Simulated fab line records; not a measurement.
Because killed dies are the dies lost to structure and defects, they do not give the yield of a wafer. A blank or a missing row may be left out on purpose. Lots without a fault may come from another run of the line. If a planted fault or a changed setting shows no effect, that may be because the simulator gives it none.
What tool caused it? | flow nand_harc | Sampling: 15 lots, 45 wafers, 3 of 1302 route steps

## WHAT THE GAUGES READ, wafer by wafer
NHARC_P_M0_CD_MEAS_09: target cd 90 nm. Usual: 90.7 nm for cd_nm, sd 0.64.
lot  | measured     | on        | cd_nm (nm)     | flag
L826 | day 6 05:48  | cd_sem-03 | 90.0 89.5 89.8 |
L828 | day 6 18:43  | cd_sem-03 | 91.0 91.4 91.8 |
L829 | day 7 06:11  | cd_sem-02 | 90.8 90.2 90.7 |
L830 | day 8 02:29  | cd_sem-02 | 90.6 90.4 91.8 |
L832 | day 8 11:33  | cd_sem-02 | 89.9 91.6 91.4 |
L833 | day 9 09:28  | cd_sem-01 | 91.3 91.3 91.4 |
L834 | day 9 13:58  | cd_sem-02 | 90.2 90.0 90.7 |
L835 | day 9 20:57  | cd_sem-02 | 89.8 91.9 90.7 |
L836 | day 10 05:02 | cd_sem-03 | 90.5 91.0 90.0 |
L837 | day 10 16:54 | cd_sem-03 | 90.3 90.1 90.4 |
L841 | day 11 23:58 | cd_sem-02 | 89.7 91.6 91.5 |
L840 | day 12 00:56 | cd_sem-03 | 90.8 90.8 90.8 |
L839 | day 12 03:37 | cd_sem-03 | 90.4 90.8 91.3 |
L848 | day 15 08:25 | cd_sem-01 | 90.4 89.7 90.4 |
L849 | day 15 13:17 | cd_sem-02 | 90.2 89.5 90.0 |

## EACH LOT AND THE TOOL THAT RAN IT (in order: tool; ch and the chambers of the sampled wafers; start)
lot  | NHARC_P_CONTACT_PVD_32                  | NHARC_P_CONTACT_CMP_24
L826 | pvd_sputter-02, day 6 04:29 or earlier  | cmp-04 ch 0,1,2, day 6 04:29
L828 | pvd_sputter-01, day 6 17:25 or earlier  | cmp-04 ch 0,1,2, day 6 17:25
L829 | pvd_sputter-02, day 7 05:00 or earlier  | cmp-01 ch 0,1,2, day 7 05:00
L830 | pvd_sputter-03, day 8 01:11 or earlier  | cmp-01 ch 1,2, day 8 01:11
L832 | pvd_sputter-01, day 8 10:08 or earlier  | cmp-01 ch 2,3, day 8 10:08
L833 | pvd_sputter-03, day 9 08:10 or earlier  | cmp-04 ch 0,1,3, day 9 08:10
L834 | pvd_sputter-01, day 9 12:41 or earlier  | cmp-04 ch 0,1,3, day 9 12:41
L835 | pvd_sputter-02, day 9 19:41 or earlier  | cmp-03 ch 1,2,3, day 9 19:41
L836 | pvd_sputter-01, day 10 03:45 or earlier | cmp-04 ch 0,2,3, day 10 03:45
L837 | pvd_sputter-02, day 10 15:40 or earlier | cmp-01 ch 1,2,3, day 10 15:40
L841 | pvd_sputter-02, day 11 22:44 or earlier | cmp-01 ch 0,2,3, day 11 22:44
L840 | pvd_sputter-03, day 11 23:43 or earlier | cmp-03 ch 0,2,3, day 11 23:43
L839 | pvd_sputter-03, day 12 02:26 or earlier | cmp-01 ch 1,2,3, day 12 02:26
L848 | pvd_sputter-01, day 15 07:16 or earlier | cmp-01 ch 0,2, day 15 07:16
L849 | pvd_sputter-02, day 15 11:59 or earlier | cmp-03 ch 0,2,3, day 15 11:59
- NHARC_P_CONTACT_PVD_32: deposits Ti, target thk 5 nm, time 17.7 s.
- NHARC_P_CONTACT_CMP_24: polishes, t overpolish 30 s, target thk 200 nm.

## WHAT THE TOOLS THEMSELVES READ (means of the sampled wafers that have a number; where no wafer has one, the mark that the record gives instead)
NHARC_P_CONTACT_PVD_32. Usual: 30.3 % for throttle_valve_pct, sd 1.3.
lot  | tool           | throttle_valve_pct (%) | flag
L826 | pvd_sputter-02 | 30.2                   |
L828 | pvd_sputter-01 | 30.1                   |
L829 | pvd_sputter-02 | 30.5                   |
L830 | pvd_sputter-03 | 30.3                   |
L832 | pvd_sputter-01 | 30.0                   |
L833 | pvd_sputter-03 | 29.5                   |
L834 | pvd_sputter-01 | 29.7                   |
L835 | pvd_sputter-02 | 31.8                   |
L836 | pvd_sputter-01 | 29.6                   |
L837 | pvd_sputter-02 | 30.6                   |
L841 | pvd_sputter-02 | 30.4                   |
L840 | pvd_sputter-03 | 31.0                   |
L839 | pvd_sputter-03 | 28.4                   |
L848 | pvd_sputter-01 | 30.9                   |
L849 | pvd_sputter-02 | 30.2                   |

NHARC_P_CONTACT_CMP_24. Usual: motor_current_A 12.0 A, standard deviation 1.2; overpolish_run_s 30.000 s, standard deviation 0.0086; time_to_endpoint_s 40 s, standard deviation 4.1.
lot  | tool   | motor_current_A (A) | overpolish_run_s (s) | time_to_endpoint_s (s) | flag
L826 | cmp-04 | 12.0                | 30.002               | 35                     |
L828 | cmp-04 | 12.0                | 30.008               | 38                     |
L829 | cmp-01 | 12.3                | 29.997               | 44                     |
L830 | cmp-01 | 11.7                | 29.991               | 40                     |
L832 | cmp-01 | 12.1                | 29.990               | 38                     |
L833 | cmp-04 | 11.9                | 29.998               | 40                     |
L834 | cmp-04 | 12.2                | 30.004               | 39                     |
L835 | cmp-03 | 11.8                | 29.998               | 41                     |
L836 | cmp-04 | 10.9                | 30.000               | 37                     |
L837 | cmp-01 | 12.0                | 30.005               | 40                     |
L841 | cmp-01 | 12.6                | 29.992               | 41                     |
L840 | cmp-03 | 10.9                | 29.998               | 45                     |
L839 | cmp-01 | 11.7                | 30.007               | 39                     |
L848 | cmp-01 | 12.5                | 30.002               | 42                     |
L849 | cmp-03 | 11.1                | 29.996               | 42                     |

## THE ANSWER, worked out from the rows above alone
Rule: a lot counts as off when the mean over its wafers that have a number is more than 3 standard deviations away from the usual mean. A lot without any number at a reading at which 4 lots or more have one is off too. The other lots that the step has rows for count as sound. Order of review: gauges by route order, followed by the tools' own readings, for which a lot's mean as printed above is used. The first step at which some lot is off is used, and at that step the reading that is off furthest; a lot without a number counts as furthest.
No lot is off on any of the readings shown, so nothing can be concluded from this.

## WHAT THE SIMULATOR PUT IN
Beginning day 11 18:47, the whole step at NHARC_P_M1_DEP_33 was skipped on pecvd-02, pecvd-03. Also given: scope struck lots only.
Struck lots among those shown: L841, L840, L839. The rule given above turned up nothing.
